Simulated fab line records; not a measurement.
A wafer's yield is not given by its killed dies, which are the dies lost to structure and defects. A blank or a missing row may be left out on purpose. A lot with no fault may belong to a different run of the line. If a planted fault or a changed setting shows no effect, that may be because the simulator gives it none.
Matching of chambers || flow n5Finfet || pecvd-01 running N5_BEOL_M3_ILD_DEP_00: 3 sister chambers
The step deposits SiOC from DEMS/O2, target thk 79 nm, time 15.3 s. 14 wafers are shown with their chamber, then 7 later ones without.

## WAFERS WITH THEIR CHAMBER
{"wafer": "L608.1", "chamber": 1, "throttleValvePct (%)": 13.6, "showerheadPlenumPTorr (Torr)": 5.687, "heaterPowerW (W)": 501}
{"wafer": "L608.4", "chamber": 0, "throttleValvePct (%)": 12.1, "showerheadPlenumPTorr (Torr)": 5.685, "heaterPowerW (W)": 430}
{"wafer": "L608.6", "chamber": 2, "throttleValvePct (%)": 11.2, "showerheadPlenumPTorr (Torr)": 5.701, "heaterPowerW (W)": 393}
{"wafer": "L613.4", "chamber": 0, "throttleValvePct (%)": 11.9, "showerheadPlenumPTorr (Torr)": 5.689, "heaterPowerW (W)": 474}
{"wafer": "L613.5", "chamber": 1, "throttleValvePct (%)": 13.7, "showerheadPlenumPTorr (Torr)": 5.686, "heaterPowerW (W)": 456}
{"wafer": "L613.6", "chamber": 2, "throttleValvePct (%)": 11.4, "showerheadPlenumPTorr (Torr)": 5.691, "heaterPowerW (W)": 480}
{"wafer": "L611.1", "chamber": 1, "throttleValvePct (%)": 13.7, "showerheadPlenumPTorr (Torr)": 5.679, "heaterPowerW (W)": 495}
{"wafer": "L611.4", "chamber": 2, "throttleValvePct (%)": 11.5, "showerheadPlenumPTorr (Torr)": 5.702, "heaterPowerW (W)": 475}
{"wafer": "L611.5", "chamber": 0, "throttleValvePct (%)": 11.8, "showerheadPlenumPTorr (Torr)": 5.695, "heaterPowerW (W)": 399}
{"wafer": "L612.1", "chamber": 0, "throttleValvePct (%)": 11.9, "showerheadPlenumPTorr (Torr)": 5.700, "heaterPowerW (W)": 474}
{"wafer": "L612.4", "chamber": 2, "throttleValvePct (%)": 11.1, "showerheadPlenumPTorr (Torr)": 5.702, "heaterPowerW (W)": 453}
{"wafer": "L612.6", "chamber": 1, "throttleValvePct (%)": 13.8, "showerheadPlenumPTorr (Torr)": 5.691, "heaterPowerW (W)": 521}
{"wafer": "L615.1", "chamber": 0, "throttleValvePct (%)": 11.8, "showerheadPlenumPTorr (Torr)": 5.689, "heaterPowerW (W)": 419}
{"wafer": "L615.4", "chamber": 2, "throttleValvePct (%)": 11.0, "showerheadPlenumPTorr (Torr)": 5.694, "heaterPowerW (W)": 401}

SIGNATURES (averages over the wafers above)
{"reading": "throttleValvePct", "chamber 0": 11.900, "chamber 1": 13.700, "chamber 2": 11.240, "scatter within a chamber": 0.151}
{"reading": "showerheadPlenumPTorr", "chamber 0": 5.69160, "chamber 1": 5.68575, "chamber 2": 5.69800, "scatter within a chamber": 0.00539}
{"reading": "heaterPowerW", "chamber 0": 439.20, "chamber 1": 493.25, "chamber 2": 440.40, "scatter within a chamber": 35}
Rule: for each reading, subtract the chamber's mean from the wafer's reading, divide by that reading's scatter and square the result; add these up over the readings and take the root, which gives the wafer's distance from the chamber. If the next closest chamber is less than 2 further off than the closest, the wafer can't be placed; otherwise it belongs to the closest. The scatter: take each reading less its chamber's mean, square it, sum over the shown wafers, divide by the number of wafers less the number of chambers, and take the root.

## WAFERS MISSING THEIR CHAMBER
{"wafer": "L615.5", "throttleValvePct (%)": 13.7, "showerheadPlenumPTorr (Torr)": 5.679, "heaterPowerW (W)": 523}
{"wafer": "L617.1", "throttleValvePct (%)": 11.3, "showerheadPlenumPTorr (Torr)": 5.703, "heaterPowerW (W)": 393}
{"wafer": "L617.4", "throttleValvePct (%)": 11.4, "showerheadPlenumPTorr (Torr)": 5.723, "heaterPowerW (W)": 410}
{"wafer": "L617.6", "throttleValvePct (%)": 13.8, "showerheadPlenumPTorr (Torr)": 5.690, "heaterPowerW (W)": 515}
{"wafer": "L616.1", "throttleValvePct (%)": 12.1, "showerheadPlenumPTorr (Torr)": 5.687, "heaterPowerW (W)": 453}
{"wafer": "L616.5", "throttleValvePct (%)": 12.1, "showerheadPlenumPTorr (Torr)": 5.690, "heaterPowerW (W)": 463}
{"wafer": "L616.6", "throttleValvePct (%)": 13.6, "showerheadPlenumPTorr (Torr)": 5.685, "heaterPowerW (W)": 482}

## THE CHAMBER EACH PASSED THROUGH
{"wafer": "L615.5", "from the rows above": 1, "in truth": 1}
{"wafer": "L617.1", "from the rows above": 2, "in truth": 2}
{"wafer": "L617.4", "from the rows above": "can't be placed: 2 or 0", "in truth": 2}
{"wafer": "L617.6", "from the rows above": 1, "in truth": 1}
{"wafer": "L616.1", "from the rows above": 0, "in truth": 0}
{"wafer": "L616.5", "from the rows above": 0, "in truth": 0}
{"wafer": "L616.6", "from the rows above": 1, "in truth": 1}
Correctly placed: 6 of 7. From these rows, 1 cannot be placed; in 1 the true chamber is one of the candidates. Placed wrongly: 0.
